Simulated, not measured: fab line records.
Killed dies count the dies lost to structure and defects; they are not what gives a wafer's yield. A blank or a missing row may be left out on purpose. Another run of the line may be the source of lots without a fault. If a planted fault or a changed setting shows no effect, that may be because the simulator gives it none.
Matching of chambers :: flow n5-finfet :: 3 sister chambers for N5_BEOL_M5_CURE_80 on uv-cure-01
The step cures SiCOH lowk, time 120 s. 16 wafers are shown with their chamber, then 8 later ones without.

WAFERS PAIRED WITH THEIR CHAMBERS
wafer: L076.1
chamber: 2
wafer_temp_C_max: 371.0
lamp-power-pct (%): 52.39

wafer: L076.4
chamber: 2
wafer_temp_C_max: 371.1
lamp-power-pct (%): 52.32

wafer: L076.5
chamber: 2
wafer_temp_C_max: 371.3
lamp-power-pct (%): 52.26

wafer: L082.3
chamber: 1
wafer_temp_C_max: 372.1
lamp-power-pct (%): 52.37

wafer: L082.5
chamber: 1
wafer_temp_C_max: 371.5
lamp-power-pct (%): 52.24

wafer: L082.6
chamber: 1
wafer_temp_C_max: 372.1
lamp-power-pct (%): 52.26

wafer: L080.2
chamber: 0
wafer_temp_C_max: 371.8
lamp-power-pct (%): 52.41

wafer: L080.3
chamber: 0
wafer_temp_C_max: 371.7
lamp-power-pct (%): 52.33

wafer: L080.5
chamber: 0
wafer_temp_C_max: 372.0
lamp-power-pct (%): 52.39

wafer: L084.1
chamber: 0
wafer_temp_C_max: 372.1
lamp-power-pct (%): 52.40

wafer: L084.4
chamber: 0
wafer_temp_C_max: 372.0
lamp-power-pct (%): 52.26

wafer: L084.5
chamber: 0
wafer_temp_C_max: 371.9
lamp-power-pct (%): 52.33

wafer: L095.2
chamber: 2
wafer_temp_C_max: 371.5
lamp-power-pct (%): 52.38

wafer: L095.3
chamber: 2
wafer_temp_C_max: 372.1
lamp-power-pct (%): 52.25

wafer: L095.6
chamber: 2
wafer_temp_C_max: 371.0
lamp-power-pct (%): 52.32

wafer: L096.1
chamber: 0
wafer_temp_C_max: 372.0
lamp-power-pct (%): 52.23

SIGNATURES (averages over the wafers above)
reading: wafer_temp_C_max
chamber 0: 371.929
chamber 1: 371.900
chamber 2: 371.333
scatter within a chamber: 0.31

reading: lamp-power-pct
chamber 0: 52.3357
chamber 1: 52.2900
chamber 2: 52.3200
scatter within a chamber: 0.0659
Rule: for a wafer and a chamber, the distance is found by dividing, reading by reading, the gap between the wafer's reading and the chamber's mean by the reading's scatter, squaring, summing and taking the root. If the next closest chamber is less than 2 further off than the closest, the wafer can't be placed; otherwise it belongs to the closest. The scatter: the root of (the sum of the squares of (reading less its chamber's mean) over the shown wafers, divided by (wafers less chambers)).

WAFERS WITHOUT THEIR CHAMBER
wafer: L096.2
wafer_temp_C_max: 372.0
lamp-power-pct (%): 52.30

wafer: L096.3
wafer_temp_C_max: 372.1
lamp-power-pct (%): 52.24

wafer: L096.4
wafer_temp_C_max: 372.9
lamp-power-pct (%): 52.39

wafer: L096.5
wafer_temp_C_max: 372.0
lamp-power-pct (%): 52.35

wafer: L096.6
wafer_temp_C_max: 372.0
lamp-power-pct (%): 52.37

wafer: L097.3
wafer_temp_C_max: 371.2
lamp-power-pct (%): 52.34

wafer: L097.5
wafer_temp_C_max: 371.1
lamp-power-pct (%): 52.28

wafer: L097.6
wafer_temp_C_max: 370.8
lamp-power-pct (%): 52.36

WHICH CHAMBER EACH WENT THROUGH
wafer: L096.2
from the rows above: can't be placed: 1 or 0 or 2
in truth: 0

wafer: L096.3
from the rows above: can't be placed: 1 or 0 or 2
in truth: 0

wafer: L096.4
from the rows above: can't be placed: 0 or 1 or 2
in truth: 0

wafer: L096.5
from the rows above: can't be placed: 0 or 1 or 2
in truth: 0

wafer: L096.6
from the rows above: can't be placed: 0 or 1 or 2
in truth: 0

wafer: L097.3
from the rows above: can't be placed: 2 or 0 or 1
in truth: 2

wafer: L097.5
from the rows above: can't be placed: 2 or 1 or 0
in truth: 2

wafer: L097.6
from the rows above: can't be placed: 2 or 0 or 1
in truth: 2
Correctly placed: 0 of 8. Not placeable from these rows: 8 (in 8, the candidates include the true chamber). Placed wrongly: 0.
